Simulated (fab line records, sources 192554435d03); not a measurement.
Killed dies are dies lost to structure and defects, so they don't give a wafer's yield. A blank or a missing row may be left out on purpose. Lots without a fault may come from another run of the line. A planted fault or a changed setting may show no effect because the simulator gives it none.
Chamber matching | flow n5_finfet | N5_BEOL_M8_CMP_52 on cmp-04: 4 sister chambers
The step polishes, stops on SiCOH lowk, t overpolish 6.9 s, target thk 80 nm. 18 wafers are shown with their chamber, then 9 later ones without.

WAFERS WITH THEIR CHAMBER
wafer  | chamber | motor_current_A (A) | time_to_endpoint_s (s) | barrier_field_endpoint_s (s)
L075.2 | 3       | 6.6                 | 64.4                   | 28.6
L075.3 | 0       | 6.0                 | 68.6                   | 29.9
L075.5 | 1       | 6.2                 | 64.0                   | 29.5
L077.1 | 2       | 6.0                 | 60.6                   | 28.3
L077.2 | 0       | 6.1                 | 63.6                   | 29.5
L077.6 | 2       | 6.2                 | 61.2                   | 29.4
L078.1 | 2       | 6.2                 | 61.8                   | 28.1
L078.3 | 3       | 6.4                 | 60.9                   | 28.3
L078.4 | 0       | 6.0                 | 64.0                   | 28.7
L083.1 | 1       | 5.9                 | 63.9                   | 29.1
L083.2 | 3       | 6.2                 | 65.4                   | 28.9
L083.3 | 0       | 6.1                 | 64.8                   | 30.4
L084.1 | 1       | 5.8                 | 63.9                   | 28.7
L084.5 | 1       | 5.8                 | 60.8                   | 28.4
L084.6 | 2       | 6.0                 | 59.6                   | 28.8
L086.1 | 2       | 6.3                 | 60.6                   | 28.9
L086.3 | 1       | 6.1                 | 61.9                   | 28.2
L086.5 | 0       | 6.1                 | 63.7                   | 29.3

SIGNATURES (means of the wafers above)
reading                  | chamber 0 | chamber 1 | chamber 2 | chamber 3 | scatter within a chamber
motor_current_A          | 6.060     | 5.960     | 6.140     | 6.400     | 0.145
time_to_endpoint_s       | 64.940    | 62.900    | 60.760    | 63.567    | 1.69
barrier_field_endpoint_s | 29.560    | 28.780    | 28.700    | 28.600    | 0.533
Rule: a wafer's distance from a chamber is the root of the sum, over the readings, of the square of ((its reading less the chamber's mean) divided by the reading's scatter). The wafer belongs to the nearest chamber; if the next one is less than 2 further off, it can't be placed. The scatter: the root of (the sum of the squares of (reading less its chamber's mean) over the shown wafers, divided by (wafers less chambers)).

WAFERS WITHOUT THEIR CHAMBER
wafer  | motor_current_A (A) | time_to_endpoint_s (s) | barrier_field_endpoint_s (s)
L091.1 | 6.3                 | 61.1                   | 28.5
L091.4 | 5.8                 | 60.0                   | 28.1
L091.6 | 6.1                 | 62.9                   | 28.3
L093.2 | 6.1                 | 65.1                   | 29.3
L093.4 | 7.1                 | 62.7                   | 29.0
L093.6 | 6.0                 | 63.6                   | 29.9
L093.1 | 5.8                 | 60.3                   | 28.3
L093.3 | 6.1                 | 58.5                   | 28.6
L093.5 | 5.8                 | 62.3                   | 29.5

WHICH CHAMBER EACH WENT THROUGH
wafer  | from the rows above               | in truth
L091.1 | can't be placed: 2 or 3 or 1      | 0
L091.4 | can't be placed: 1 or 2 or 0      | 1
L091.6 | can't be placed: 1 or 2 or 3 or 0 | 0
L093.2 | can't be placed: 0 or 1           | 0
L093.4 | can't be placed: 3 or 2           | 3
L093.6 | can't be placed: 0 or 1 or 2      | 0
L093.1 | can't be placed: 1 or 2 or 0      | 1
L093.3 | can't be placed: 2 or 1           | 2
L093.5 | can't be placed: 1 or 0 or 2      | 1
Placed correctly: 0 of 9. Can't be placed from these rows: 9 (the true chamber is among the candidates in 8). Placed wrongly: 0.
